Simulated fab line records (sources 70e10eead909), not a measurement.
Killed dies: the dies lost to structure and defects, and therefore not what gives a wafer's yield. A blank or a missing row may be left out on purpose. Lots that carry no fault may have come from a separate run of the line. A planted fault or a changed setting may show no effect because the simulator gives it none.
fab line records -- flow nand_harc
[record] lots = 13, wafers = 39, last_day = 25
route steps=1159 shown P_GATE@169 THIN_TSV@1107 END@1159
lots that met no fault: from a run of the same line without faults
start_h: the number of hours between the record's first day and the start of the first shown wafer of the lot -- wait_h: time in hours since the lot's previous step -- " unchanged from the row above -- L1.1+2: a single row standing in for several wafers -- - no value, or no start given -- * or withheld: withheld -- < > ~ a bound
route shown NAME@n: a module of which the file shows steps, and the number in the route of the first -- usual: mean/standard deviation taken from wafers without a fault -- same: alike in all rows -- chamber/n: place in a boat -- sites: readings site by site -- _std_site: the values' standard deviation -- _edge_site: outer sites' mean less inner sites' -- radius_mm: how far each site lies from the wafer's centre -- mask NAME#n: copy n -- behind: the most recent tool/chamber to have shaped the wafer -- hold: what put the lot on hold/how long, in hours/how the hold closed -- device: which transistor (n, p or np) failed to switch -- end of line: at the end of the route, the tests of the same wafers -- step lacking rows: just its recipe -- killed: count of dies lost to structure and defects at first sort (not the wafer's yield) -- map: a wafer's dies, x killed, . not, _ none there
set.NAME: the setting as run; set.NAME@STEP: as run at that earlier step -- model.NAME: the simulator's own value behind a step, which no gauge read
the route's steps for a sample of lots (tables are steps, rows are wafers)
services: the hour from which a tool's chamber was out of use, counted from the record's first day as start_h (under 0 if before that day), plus the number of hours and why
[[steps]]
[step NHARC_P_GATE_DEVELOP_45]
[recipe] time_s = 70
[usual] chill_plate_temp_C = 23.01/0.1
lot.wafer,tool,chamber,start_h,wait_h,chill_plate_temp_C
L109.3,litho_track-07,0,103,-,22.93
L109.5,litho_track-07,0,103,-,23.03
L109.6,litho_track-07,0,103,-,22.94
L108.4,litho_track-02,0,103,-,22.95
L108.5,litho_track-02,0,103,-,23.07
L108.6,litho_track-02,0,103,-,23.16
L111.1,litho_track-07,0,117,-,23.18
L111.3,litho_track-07,0,117,-,23.23
L111.5,litho_track-07,0,118,-,23.05
L110.1,litho_track-02,0,118,-,23.08
L110.4,litho_track-02,0,118,-,22.89
L110.6,litho_track-02,0,118,-,23.00
L115.3,litho_track-07,0,142,-,23.04
L115.4,litho_track-07,0,142,-,23.06
L115.6,litho_track-07,0,142,-,23.17
L118.1,litho_track-07,0,160,-,23.12
L118.4,litho_track-07,0,160,-,23.10
L118.5,litho_track-07,0,160,-,22.93
L121.4,litho_track-02,0,177,-,22.99
L121.5,litho_track-02,0,177,-,23.02
L121.6,litho_track-02,0,177,-,23.00
L123.1,litho_track-05,0,196,-,23.01
L123.3,litho_track-05,0,196,-,22.99
L123.6,litho_track-05,0,196,-,22.98
L127.1,litho_track-05,0,212,-,22.69
L127.2,litho_track-05,0,212,-,22.92
L127.3,litho_track-05,0,212,-,22.94
L126.2,litho_track-02,0,213,-,22.88
L126.3,litho_track-02,0,213,-,22.96
L126.6,litho_track-02,0,213,-,22.90
L129.2,litho_track-07,0,225,-,23.19
L129.4,litho_track-07,0,225,-,22.93
L129.6,litho_track-07,0,225,-,23.10
L130.2,litho_track-05,0,235,-,23.01
L130.3,litho_track-05,0,235,-,22.97
L130.5,litho_track-05,0,235,-,22.98
L131.1,litho_track-02,0,239,-,23.09
L131.2,litho_track-02,0,239,-,22.93
L131.6,litho_track-02,0,239,-,23.06
[step NHARC_THIN_TSV_DEP_43]
[recipe] target_thk_a = 13285, temp_c = withheld, pressure_torr = 6.5, rf_w = 900, teos_flow_sccm = 161.4, flow_sccm = 2650, target_thk_nm = 1328.5, gas = O2, material = SiO2
[usual] throttle_valve_pct = 16.0/0.43
lot.wafer,tool,chamber,start_h,wait_h,throttle_valve_pct
L108.5,pecvd-02,0,434.09,-,16.5
L108.4,pecvd-02,1,434.09,-,15.8
L108.6,pecvd-02,2,434.09,-,15.8
L109.3,pecvd-02,0,436.65,-,16.3
L109.5,pecvd-02,1,436.65,-,15.7
L109.6,pecvd-02,0,436.65,-,16.3
L110.1,pecvd-03,1,437.55,-,15.8
L110.6,pecvd-03,1,437.55,-,16.0
L110.4,pecvd-03,2,437.55,-,15.3
L111.3,pecvd-03,0,453.98,-,15.5
L111.1,pecvd-03,1,453.98,-,15.8
L111.5,pecvd-03,1,453.98,-,15.7
L121.6,pecvd-01,2,524.93,-,15.6
L121.4,pecvd-01,0,524.93,-,16.7
L121.5,pecvd-01,1,524.93,-,16.6
L127.1,pecvd-03,0,530.12,-,15.8
L127.3,pecvd-03,1,530.12,-,15.7
L127.2,pecvd-03,2,530.12,-,15.3
L129.2,pecvd-03,2,540.01,-,15.6
L129.6,pecvd-03,2,540.01,-,15.7
L129.4,pecvd-03,0,540.01,-,15.9
L126.2,pecvd-01,1,548.78,-,16.8
L126.3,pecvd-01,0,548.78,-,16.5
L126.6,pecvd-01,0,548.78,-,16.6
L123.3,pecvd-01,1,549.96,-,16.6
L123.1,pecvd-01,0,549.96,-,16.9
L123.6,pecvd-01,2,549.96,-,15.7
L131.1,pecvd-03,2,556.54,-,15.8
L131.2,pecvd-03,0,556.54,-,15.9
L131.6,pecvd-03,2,556.54,-,15.7
L130.2,pecvd-01,0,557.74,-,16.6
L130.3,pecvd-01,1,557.74,-,16.9
L130.5,pecvd-01,1,557.74,-,16.8
[step NHARC_THIN_TSV_DESCUM_35]
[recipe] time_s = 3, o2_flow_sccm = 200, ar_flow_sccm = 0, bias_power_w = 0, chemistry = O2
[usual] drypump_motor_current_A = 5.5/0.41, oes_product_au = 1.003/0.0086, rf_vpp_V = 57.6/0.86, showerhead_plenum_p_Torr = 1.88/0.07, throttle_valve_pct = 11.313/0.0092
lot.wafer,tool,chamber,start_h,wait_h,drypump_motor_current_A,oes_product_au,rf_hours_counter_h,rf_vpp_V,showerhead_plenum_p_Torr,throttle_valve_pct
L108.4,rie_diel-10,2,440.94,-,6.4,1.012,5,58.0,1.98,11.311
L108.5,rie_diel-10,0,440.94,-,5.0,1.015,-,57.5,2.01,11.306
L108.6,rie_diel-10,1,440.94,-,5.6,0.991,-,57.7,1.83,11.315
L109.3,rie_diel-10,0,443.29,-,5.0,1.007,6,58.4,2.01,11.309
L109.5,rie_diel-10,0,443.29,-,5.0,1.013,-,59.4,2.01,11.328
L109.6,rie_diel-10,1,443.29,-,5.6,1.007,-,55.7,1.83,11.312
L110.1,rie_diel-02,0,444.52,-,5.2,1.003,14,57.8,1.84,11.330
L110.4,rie_diel-02,2,444.52,-,5.3,1.001,14,57.8,1.77,11.315
L110.6,rie_diel-02,0,444.52,-,5.2,1.008,-,57.0,1.84,11.312
L111.1,rie_diel-02,3,461.14,-,5.9,1.007,14,57.3,1.85,11.307
L111.3,rie_diel-02,0,461.14,-,5.2,1.007,16,57.5,1.84,11.307
L111.5,rie_diel-02,0,461.14,-,5.2,1.003,-,56.7,1.84,11.319
L121.4,rie_diel-02,0,531.63,-,5.2,1.005,3,57.9,1.83,11.325
L121.5,rie_diel-02,2,531.63,-,5.3,1.003,-,57.3,1.77,11.324
L121.6,rie_diel-02,3,531.63,-,5.9,1.012,-,56.9,1.85,11.323
L127.1,rie_diel-02,1,537.09,-,5.8,1.011,4,56.8,1.87,11.309
L127.3,rie_diel-02,2,537.09,-,5.2,1.005,3,57.4,1.77,11.315
L127.2,rie_diel-02,3,537.09,-,5.9,1.007,3,56.5,1.85,11.304
L129.2,rie_diel-10,3,548.16,-,5.0,1.010,1,57.5,1.91,11.310
L129.4,rie_diel-10,0,548.16,-,5.0,0.990,0,58.5,2.00,11.320
L129.6,rie_diel-10,2,548.16,-,6.4,1.000,-,58.4,1.98,11.314
L126.2,rie_diel-02,3,555.66,-,5.9,1.012,5,57.1,1.85,11.310
L126.3,rie_diel-02,0,555.66,-,5.2,1.008,5,58.9,1.83,11.309
L126.6,rie_diel-02,0,555.66,-,5.2,1.002,-,56.8,1.83,11.325
L123.1,rie_diel-08,1,556.95,-,5.3,0.988,5,56.6,1.81,11.328
L123.3,rie_diel-08,2,556.95,-,6.0,0.985,5,56.8,1.93,11.316
L123.6,rie_diel-08,1,556.95,-,5.3,0.995,-,57.2,1.81,11.308
L131.2,rie_diel-08,1,563.51,-,5.3,1.001,6,57.4,1.81,11.313
L131.1,rie_diel-08,3,563.51,-,5.6,1.004,5,57.4,1.91,11.314
L131.6,rie_diel-08,0,563.51,-,5.7,1.002,-,58.0,1.94,11.310
L130.3,rie_diel-02,0,564.83,-,5.2,0.993,6,56.8,1.83,11.319
L130.2,rie_diel-02,2,564.83,-,5.3,0.996,6,57.8,1.77,11.309
L130.5,rie_diel-02,3,564.83,-,5.9,1.014,-,57.1,1.85,11.328
[step NHARC_THIN_TSV_ETCH_59]
[recipe] target_depth_a = 8800, icp_w = 900, bias_w = 100, Cl2_flow_sccm = 60, bcl3_flow_sccm = 30, time_s = 138.1, chemistry = Cl2/BCl3
[usual] drypump_motor_current_A = 5.9/0.45, oes_product_au = 1.003/0.0077, throttle_valve_pct = 22.265/0.0092
lot.wafer,tool,chamber,start_h,wait_h,drypump_motor_current_A,oes_product_au,rf_hours_counter_h,throttle_valve_pct
L108.4,rie_metal-01,0,441.15,0.2,5.7,1.019,-,22.260
L108.6,rie_metal-01,1,441.15,0.2,5.9,1.010,-,22.263
L108.5,rie_metal-01,0,441.15,0.2,5.7,1.013,-,22.273
L109.3,rie_metal-01,1,443.49,0.2,5.9,1.011,-,22.269
L109.5,rie_metal-01,1,443.49,0.2,5.9,1.002,-,22.262
L109.6,rie_metal-01,0,443.49,0.2,5.7,1.021,-,22.268
L110.1,rie_metal-03,0,444.66,0.1,6.0,0.998,4.6,22.274
L110.4,rie_metal-03,0,444.66,0.1,6.0,1.006,-,22.270
L110.6,rie_metal-03,1,444.66,0.1,6.8,0.993,-,22.269
L111.1,rie_metal-01,0,461.27,0.1,5.7,1.020,4.1,22.272
L111.3,rie_metal-01,0,461.27,0.1,5.7,1.016,-,22.259
L111.5,rie_metal-01,0,461.27,0.1,5.7,1.009,-,22.272
L121.4,rie_metal-03,1,531.83,0.2,6.8,0.998,-,22.264
L121.6,rie_metal-03,0,531.83,0.2,6.0,1.008,-,22.270
L121.5,rie_metal-03,1,531.83,0.2,6.8,1.001,-,22.254
L127.2,rie_metal-03,1,537.21,0.1,6.8,0.997,1.9,22.263
L127.1,rie_metal-03,0,537.21,0.1,6.0,0.995,1.9,22.265
L127.3,rie_metal-03,1,537.21,0.1,6.8,0.991,-,22.263
L129.2,rie_metal-01,0,548.31,0.1,5.7,1.014,1.2,22.277
L129.4,rie_metal-01,1,548.31,0.1,5.9,1.001,-,22.280
L129.6,rie_metal-01,1,548.31,0.1,5.9,1.009,-,22.286
L126.2,rie_metal-02,1,555.82,0.1,5.4,1.006,4.6,22.263
L126.3,rie_metal-02,0,555.82,0.1,5.5,1.006,-,22.270
L126.6,rie_metal-02,1,555.82,0.1,5.4,1.000,-,22.259
L123.1,rie_metal-03,0,557.11,0.1,6.0,1.004,2.4,22.279
L123.3,rie_metal-03,0,557.11,0.1,6.0,1.004,-,22.249
L123.6,rie_metal-03,1,557.11,0.1,6.8,0.995,-,22.270
L131.1,rie_metal-03,1,563.63,0.1,6.8,0.992,2.7,22.252
L131.2,rie_metal-03,0,563.63,0.1,6.0,1.004,2.7,22.271
L131.6,rie_metal-03,1,563.63,0.1,6.8,0.995,-,22.257
L130.2,rie_metal-01,1,564.96,0.1,5.9,1.006,1.7,22.273
L130.3,rie_metal-01,1,564.96,0.1,5.9,1.013,-,22.248
L130.5,rie_metal-01,0,564.96,0.1,5.7,1.003,-,22.257
[step NHARC_END_SORT_01]
[recipe] temp_c = 25
[usual] killed_at_array = 25/9.8, killed_at_other = 0.8/1.1, killed_at_periphery = 3.3/2.1, killed_dies = 29/10, killed_open = 3.3/1.8, killed_short = 1.9/1.4
[same] gross_dies = 677
lot.wafer,tool,chamber,start_h,wait_h,killed_at_array,killed_at_other,killed_at_periphery,killed_dies,killed_open,killed_short
L108.4,prober-02,0,459.26,3.4,19,1,2,22,1,3
L108.5,prober-02,0,460.06,3.7,20,0,1,21,2,1
L108.6,prober-02,0,460.85,4.0,19,0,2,21,2,1
L109.3,prober-02,0,466.29,3.1,11,1,2,14,3,2
L109.5,prober-02,0,467.93,3.8,11,2,2,15,1,4
L109.6,prober-02,0,468.74,4.1,7,0,1,8,3,1
L110.1,prober-02,0,472.51,2.5,23,0,4,27,3,3
L110.4,prober-02,0,474.90,3.4,19,0,2,21,4,1
L110.6,prober-02,0,476.50,4.0,26,0,4,30,7,3
L111.1,prober-02,0,480.29,2.5,11,0,4,15,3,5
L111.3,prober-02,0,481.91,3.1,12,0,2,14,2,1
L111.5,prober-02,0,483.53,3.7,13,0,3,16,6,1
L115.3,prober-01,0,485.13,3.1,20,0,657,677,3,6
L115.4,prober-01,0,485.93,3.4,15,0,662,677,3,0
L115.6,prober-01,0,487.52,4.0,15,1,661,677,3,4
L118.1,prober-02,0,502.06,2.5,22,0,655,677,5,5
L118.4,prober-02,0,504.45,3.4,17,1,659,677,3,2
L118.5,prober-02,0,505.25,3.7,19,1,657,677,3,3
L121.4,prober-02,0,542.83,3.4,43,1,1,45,0,2
L121.5,prober-02,0,543.63,3.7,41,0,3,44,4,4
L121.6,prober-02,0,544.43,4.0,28,0,0,28,2,2
L127.1,prober-01,0,555.95,2.5,17,0,5,22,4,0
L127.2,prober-01,0,556.75,2.8,18,1,4,23,3,0
L127.3,prober-01,0,557.54,3.1,16,0,6,22,6,2
L129.2,prober-02,0,556.81,2.8,29,0,6,35,4,2
L129.4,prober-02,0,558.42,3.4,23,0,2,25,1,3
L129.6,prober-02,0,560.02,4.0,23,2,2,27,2,0
L126.2,prober-02,0,566.03,2.8,43,1,2,46,5,0
L126.3,prober-02,0,566.84,3.1,42,0,3,45,5,1
L126.6,prober-02,0,569.25,4.0,34,0,0,34,0,0
L123.1,prober-01,0,571.53,2.5,19,2,0,21,2,3
L123.3,prober-01,0,573.14,3.1,28,1,3,32,1,3
L123.6,prober-01,0,575.55,4.0,26,0,4,30,5,4
L130.2,prober-02,0,581.59,2.8,22,0,0,22,1,1
L130.3,prober-02,0,582.39,3.1,31,0,3,34,5,2
L130.5,prober-02,0,583.97,3.7,33,0,1,34,2,2
L131.1,prober-01,0,587.17,2.5,23,0,2,25,2,1
L131.2,prober-01,0,587.96,2.8,12,0,0,12,0,0
L131.6,prober-01,0,591.12,4.0,23,0,2,25,3,3
// killed by level:class
L108.4 A_CHANNEL_HOLE_D1:chamber_film_flake=10 A_WL_FILL:chamber_film_flake=3 A_CHANNEL_FILL_D1:chamber_film_flake=2 P_STI:geometric_particle:short=1 P_M0:geometric_particle:open=1 A_CHANNEL_FILL_D1:geometric_particle:short=1 A_CONTACT:geometric_particle:short=1 A_STAIRCASE:chamber_film_flake=1
L108.5 A_CHANNEL_HOLE_D1:chamber_film_flake=12 A_WL_FILL:chamber_film_flake=3 A_CONTACT:chamber_film_flake=3 P_CONTACT:geometric_particle:open=1 A_CHANNEL_HOLE_D1:geometric_particle:open=1 A_SGD_CUT:geometric_particle:short=1
L108.6 A_CHANNEL_HOLE_D1:chamber_film_flake=8 A_CONTACT:chamber_film_flake=5 A_STAIRCASE:chamber_film_flake=3 P_M0:geometric_particle:open=1 A_WL_FILL:geometric_particle:short=1 A_CONTACT:geometric_particle:open=1 P_GATE:chamber_film_flake=1 A_WL_FILL:chamber_film_flake=1
L109.3 A_CHANNEL_HOLE_D1:chamber_film_flake=4 A_STAIRCASE:chamber_film_flake=3 P_CONTACT:geometric_particle:open=1 P_CONTACT:geometric_particle:short=1 A_ONON_D1:geometric_particle:short=1 A_CHANNEL_HOLE_D1:geometric_particle:open=1 A_CONTACT:geometric_particle:open=1 A_ZERO_WELL:chamber_film_flake=1
L109.5 A_WL_FILL:chamber_film_flake=3 A_CHANNEL_HOLE_D1:chamber_film_flake=2 A_STAIRCASE:chamber_film_flake=2 P_CONTACT:geometric_particle:short=1 P_M0:geometric_particle:short=1 A_ONON_D1:geometric_particle:short=1 A_BLC:geometric_particle:open=1 STARTING-WAFER:geometric_particle:short=1
L109.6 A_CHANNEL_HOLE_D1:chamber_film_flake=2 P_M1:geometric_particle:open=1 A_CONTACT:geometric_particle:open=1 A_BLC:geometric_particle:short=1 A_M0:geometric_particle:open=1 A_STAIRCASE:chamber_film_flake=1 A_SLIT:chamber_film_flake=1
L110.1 A_CONTACT:chamber_film_flake=5 A_WL_FILL:chamber_film_flake=4 A_M1:chamber_film_flake=4 A_CHANNEL_HOLE_D1:chamber_film_flake=2 A_STAIRCASE:chamber_film_flake=2 P_CONTACT:geometric_particle:open=1 P_M0:geometric_particle:short=1 A_ONON_D1:geometric_particle:open=1
L110.4 A_SLIT:chamber_film_flake=6 A_CHANNEL_HOLE_D1:chamber_film_flake=4 A_CONTACT:chamber_film_flake=3 P_CONTACT:geometric_particle:open=1 A_ONON_D1:geometric_particle:open=1 A_CHANNEL_FILL_D1:geometric_particle:short=1 A_CONTACT:geometric_particle:open=1 A_M0:geometric_particle:open=1
L110.6 A_SLIT:chamber_film_flake=7 A_STAIRCASE:chamber_film_flake=4 P_M0:chamber_film_flake=3 A_ONON_D1:geometric_particle:open=2 A_M0:geometric_particle:open=2 A_M1:chamber_film_flake=2 A_ONON_D1:geometric_particle:short=1 A_CHANNEL_FILL_D1:geometric_particle:short=1
L111.1 A_CHANNEL_HOLE_D1:chamber_film_flake=4 P_ZERO_WELL:chamber_film_flake=2 P_GATE:geometric_particle:short=1 P_CONTACT:geometric_particle:open=1 A_ONON_D1:geometric_particle:short=1 A_ONON_D1:geometric_particle:open=1 A_CHANNEL_FILL_D1:geometric_particle:short=1 A_WL_FILL:geometric_particle:short=1
L111.3 A_CHANNEL_HOLE_D1:chamber_film_flake=3 A_CONTACT:chamber_film_flake=3 A_STAIRCASE:chamber_film_flake=2 P_CONTACT:geometric_particle:open=1 A_ONON_D1:geometric_particle:open=1 A_M0:geometric_particle:short=1 P_ZERO_WELL:chamber_film_flake=1 A_SLIT:chamber_film_flake=1
L111.5 A_CONTACT:geometric_particle:open=2 P_ZERO_WELL:chamber_film_flake=2 A_CHANNEL_HOLE_D1:chamber_film_flake=2 A_STAIRCASE:chamber_film_flake=2 P_CONTACT:geometric_particle:open=1 A_ONON_D1:geometric_particle:short=1 A_SGD_CUT:geometric_particle:open=1 A_WL_FILL:geometric_particle:open=1
L115.3 P_GATE:area_develop=652 A_CHANNEL_HOLE_D1:chamber_film_flake=10 A_WL_FILL:geometric_particle:short=3 A_ONON_D1:geometric_particle:short=2 P_ZERO_WELL:chamber_film_flake=2 A_CONTACT:chamber_film_flake=2 P_STI:geometric_particle:open=1 P_M0:geometric_particle:short=1
L115.4 P_GATE:area_develop=659 A_CHANNEL_HOLE_D1:chamber_film_flake=8 P_ZERO_WELL:chamber_film_flake=3 A_STAIRCASE:chamber_film_flake=2 A_ONON_D1:geometric_particle:open=1 A_CONTACT:geometric_particle:open=1 A_BLC:geometric_particle:open=1 A_WL_FILL:chamber_film_flake=1
L115.6 P_GATE:area_develop=660 A_CHANNEL_HOLE_D1:chamber_film_flake=6 A_CONTACT:chamber_film_flake=2 P_M1:geometric_particle:short=1 A_SOURCE_PLATE:geometric_particle:short=1 A_CHANNEL_FILL_D1:geometric_particle:open=1 A_WL_FILL:geometric_particle:open=1 A_WL_FILL:geometric_particle:short=1
L118.1 P_GATE:area_develop=653 A_CHANNEL_HOLE_D1:chamber_film_flake=5 A_WL_FILL:geometric_particle:short=4 A_SGD_CUT:geometric_particle:open=2 P_CONTACT:chamber_film_flake=2 A_STAIRCASE:chamber_film_flake=2 A_SGD_CUT:chamber_film_flake=2 A_CONTACT:chamber_film_flake=2
L118.4 P_GATE:area_develop=658 A_CHANNEL_HOLE_D1:chamber_film_flake=3 A_SGD_CUT:chamber_film_flake=3 A_CONTACT:chamber_film_flake=3 A_STAIRCASE:chamber_film_flake=2 A_CHANNEL_FILL_D1:geometric_particle:open=1 A_WL_FILL:geometric_particle:short=1 A_CONTACT:geometric_particle:open=1
L118.5 P_GATE:area_develop=655 A_CHANNEL_HOLE_D1:chamber_film_flake=9 A_SGD_CUT:chamber_film_flake=3 A_CHANNEL_FILL_D1:geometric_particle:short=2 P_M0:geometric_particle:open=1 A_WL_FILL:geometric_particle:open=1 A_CONTACT:geometric_particle:open=1 A_M0:geometric_particle:short=1
L121.4 A_SLIT:chamber_film_flake=18 A_STAIRCASE:chamber_film_flake=13 A_CONTACT:chamber_film_flake=4 A_CHANNEL_HOLE_D1:chamber_film_flake=3 A_M1:chamber_film_flake=2 A_ONON_D1:geometric_particle:short=1 A_CHANNEL_FILL_D1:geometric_particle:short=1 P_GATE:chamber_film_flake=1
L121.5 A_SLIT:chamber_film_flake=12 A_STAIRCASE:chamber_film_flake=9 A_CONTACT:chamber_film_flake=6 A_CHANNEL_HOLE_D1:chamber_film_flake=5 A_M1:chamber_film_flake=2 P_STI:geometric_particle:short=1 P_CONTACT:geometric_particle:open=1 A_ONON_D1:geometric_particle:open=1
L121.6 A_SLIT:chamber_film_flake=7 A_CONTACT:chamber_film_flake=7 A_CHANNEL_HOLE_D1:chamber_film_flake=5 A_STAIRCASE:chamber_film_flake=5 A_ONON_D1:geometric_particle:short=1 A_CHANNEL_HOLE_D1:geometric_particle:short=1 A_CONTACT:geometric_particle:open=1 A_M0:geometric_particle:open=1
L127.1 A_STAIRCASE:chamber_film_flake=6 A_CHANNEL_HOLE_D1:chamber_film_flake=5 A_CONTACT:chamber_film_flake=4 P_GATE:geometric_particle:open=1 P_M0:geometric_particle:open=1 P_M2:geometric_particle:open=1 A_BLC:geometric_particle:open=1 P_STI:chamber_film_flake=1
L127.2 A_CHANNEL_HOLE_D1:chamber_film_flake=10 A_CONTACT:chamber_film_flake=5 P_STI:chamber_film_flake=3 A_STAIRCASE:chamber_film_flake=2 P_CONTACT:geometric_particle:open=1 A_BLC:geometric_particle:open=1 STARTING-WAFER:geometric_particle:open=1
L129.2 A_SLIT:chamber_film_flake=12 A_CHANNEL_HOLE_D1:chamber_film_flake=4 P_GATE:chamber_film_flake=3 A_CONTACT:chamber_film_flake=3 A_STAIRCASE:chamber_film_flake=2 A_WL_FILL:chamber_film_flake=2 P_STI:geometric_particle:open=1 P_M0:geometric_particle:open=1
L127.3 A_CHANNEL_HOLE_D1:chamber_film_flake=4 A_CONTACT:chamber_film_flake=4 A_CONTACT:geometric_particle:open=3 P_STI:chamber_film_flake=3 A_STAIRCASE:chamber_film_flake=2 P_GATE:geometric_particle:open=1 P_M2:geometric_particle:open=1 A_SGD_CUT:geometric_particle:short=1
L129.4 A_SLIT:chamber_film_flake=10 A_STAIRCASE:chamber_film_flake=3 A_CONTACT:chamber_film_flake=3 A_CHANNEL_HOLE_D1:geometric_particle:short=2 P_GATE:chamber_film_flake=2 A_CHANNEL_HOLE_D1:chamber_film_flake=2 A_CHANNEL_FILL_D1:geometric_particle:open=1 A_WL_FILL:geometric_particle:short=1
L129.6 A_SLIT:chamber_film_flake=17 A_CHANNEL_HOLE_D1:chamber_film_flake=2 THIN_TSV:chamber_film_flake=2 A_ONON_D1:geometric_particle:open=1 A_M1:geometric_particle:open=1 P_ZERO_WELL:chamber_film_flake=1 P_GATE:chamber_film_flake=1 A_WL_FILL:chamber_film_flake=1
L126.2 A_CHANNEL_HOLE_D1:chamber_film_flake=18 A_SLIT:chamber_film_flake=11 A_CONTACT:chamber_film_flake=5 A_STAIRCASE:chamber_film_flake=4 A_WL_FILL:geometric_particle:open=2 A_CONTACT:geometric_particle:open=2 P_M1:geometric_particle:open=1 P_STI:chamber_film_flake=1
L126.3 A_CHANNEL_HOLE_D1:chamber_film_flake=21 A_SLIT:chamber_film_flake=8 A_STAIRCASE:chamber_film_flake=6 A_WL_FILL:geometric_particle:open=2 A_BLC:chamber_film_flake=2 P_GATE:geometric_particle:open=1 P_M0:geometric_particle:open=1 A_CONTACT:geometric_particle:open=1
L126.6 A_CHANNEL_HOLE_D1:chamber_film_flake=17 A_SLIT:chamber_film_flake=7 A_CONTACT:chamber_film_flake=5 A_STAIRCASE:chamber_film_flake=2 A_BLC:chamber_film_flake=2 A_WL_FILL:chamber_film_flake=1
L123.1 A_CHANNEL_HOLE_D1:chamber_film_flake=6 A_CONTACT:chamber_film_flake=4 A_STAIRCASE:chamber_film_flake=3 A_CONTACT:geometric_particle:open=2 THIN_TSV:chamber_film_flake=2 A_CHANNEL_FILL_D1:geometric_particle:short=1 A_STAIRCASE:geometric_particle:short=1 A_WL_FILL:geometric_particle:short=1
L123.3 A_CHANNEL_HOLE_D1:chamber_film_flake=19 A_CONTACT:chamber_film_flake=3 A_WL_FILL:chamber_film_flake=2 P_M0:geometric_particle:short=1 A_ONON_D1:geometric_particle:short=1 A_CONTACT:geometric_particle:open=1 A_CONTACT:geometric_particle:short=1 P_ZERO_WELL:chamber_film_flake=1
L123.6 A_CHANNEL_HOLE_D1:chamber_film_flake=13 A_STAIRCASE:chamber_film_flake=5 P_STI:geometric_particle:short=1 P_M2:geometric_particle:open=1 A_SOURCE_PLATE:geometric_particle:short=1 A_ONON_D1:geometric_particle:open=1 A_SGD_CUT:geometric_particle:open=1 A_WL_FILL:geometric_particle:short=1
L130.2 A_SLIT:chamber_film_flake=8 A_STAIRCASE:chamber_film_flake=5 A_CHANNEL_HOLE_D1:chamber_film_flake=3 A_CONTACT:chamber_film_flake=2 A_BLC:chamber_film_flake=2 A_ONON_D1:geometric_particle:open=1 A_SGD_CUT:geometric_particle:short=1
L130.3 A_SLIT:chamber_film_flake=13 A_CHANNEL_HOLE_D1:chamber_film_flake=7 A_CONTACT:chamber_film_flake=3 A_CONTACT:geometric_particle:open=2 A_STAIRCASE:chamber_film_flake=2 P_M0:geometric_particle:short=1 P_M0:geometric_particle:open=1 A_ONON_D1:geometric_particle:open=1
L130.5 A_CONTACT:chamber_film_flake=12 A_CHANNEL_HOLE_D1:chamber_film_flake=7 A_SLIT:chamber_film_flake=7 A_WL_FILL:chamber_film_flake=2 P_CONTACT:geometric_particle:open=1 A_ONON_D1:geometric_particle:short=1 A_CONTACT:geometric_particle:short=1 A_BLC:geometric_particle:open=1
L131.1 A_CHANNEL_HOLE_D1:chamber_film_flake=7 A_STAIRCASE:chamber_film_flake=6 A_CONTACT:chamber_film_flake=6 A_CHANNEL_FILL_D1:geometric_particle:open=1 A_WL_FILL:geometric_particle:short=1 A_WL_FILL:geometric_particle:open=1 P_GATE:chamber_film_flake=1 P_BONDPAD:chamber_film_flake=1
L131.2 A_CHANNEL_HOLE_D1:chamber_film_flake=6 A_STAIRCASE:chamber_film_flake=3 A_CONTACT:chamber_film_flake=2 A_CHANNEL_FILL_D1:chamber_film_flake=1
L131.6 A_CHANNEL_HOLE_D1:chamber_film_flake=9 A_STAIRCASE:chamber_film_flake=4 A_CHANNEL_FILL_D1:chamber_film_flake=3 A_WL_FILL:geometric_particle:open=2 P_M2:geometric_particle:short=1 A_CONTACT:geometric_particle:short=1 A_CONTACT:geometric_particle:open=1 A_BLC:geometric_particle:short=1
[[services]]
tool,chamber,start_h,hours,kind
rie_diel-02,1,80.22,7.4,repair
rie_metal-01,-,80.45,0.3,repair
pecvd-03,1,91.26,10.6,repair
rie_metal-01,1,97.17,1.4,repair
rie_metal-03,-,99.00,9.0,pm
pecvd-03,-,111.00,13.0,pm
rie_diel-02,-,150.03,0.5,repair
rie_diel-02,-,150.73,9.0,pm
rie_metal-01,-,155.00,9.0,pm
litho_track-02,-,165.00,7.0,pm
litho_track-07,-,189.00,7.0,pm
pecvd-03,0,231.24,10.6,repair
rie_diel-02,1,262.61,6.8,repair
rie_metal-03,-,276.00,9.0,pm
pecvd-03,-,292.00,13.0,pm
rie_diel-02,-,327.86,9.0,pm
rie_diel-02,1,416.22,11.6,repair
rie_diel-02,3,451.06,3.0,repair
rie_diel-02,1,456.85,2.5,repair
rie_diel-02,0,492.53,2.7,repair
rie_diel-02,1,495.84,4.4,repair
rie_diel-02,-,504.86,9.0,pm
rie_diel-02,0,542.04,8.0,repair
rie_diel-02,2,550.23,3.1,repair
[[key]]
[first_sign] step = NHARC_END_SORT_01, reading = killed_at_periphery, direction = up, sigmas = 99+, usual = 3.3, struck = 658.5
[effect] step = NHARC_END_SORT_01, reading = killed_dies, direction = up, sigmas = 62, usual = 29, struck = 677
[more_kills_born_at] NHARC_P_GATE_DEVELOP_45@litho_track-07 = 3937
met_at NHARC_P_GATE_DEVELOP_45
struck_lots L115,L118
later_rows_left_out L115.3,L115.4,L115.6,L118.1,L118.4,L118.5
tester_left_out L115,L118
not_acting_at NHARC_THIN_TSV_DEP_43,NHARC_THIN_TSV_DESCUM_35,NHARC_THIN_TSV_ETCH_59
onset_between 117 142
[fault] kind = process_parameter_drift, tool = litho_track-07, chamber = -, onset_h = 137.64, steps = NHARC_P_GATE_DEVELOP_45, channel = time_s, offset = *, shape = step, end_h = 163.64, acts_in = *, stated = *
// tester_left_out: of these lots the tester's yield and bins aren't shown, on N5 and GAA mostly nor the transistor test; their killed dies are dies lost to structure and defects alone, not to doping, threshold or leakage, so they don't give the yield
// later_rows_left_out: the simulator's readings of these wafers behind a module that went badly wrong aren't trusted and aren't shown, but for the sort
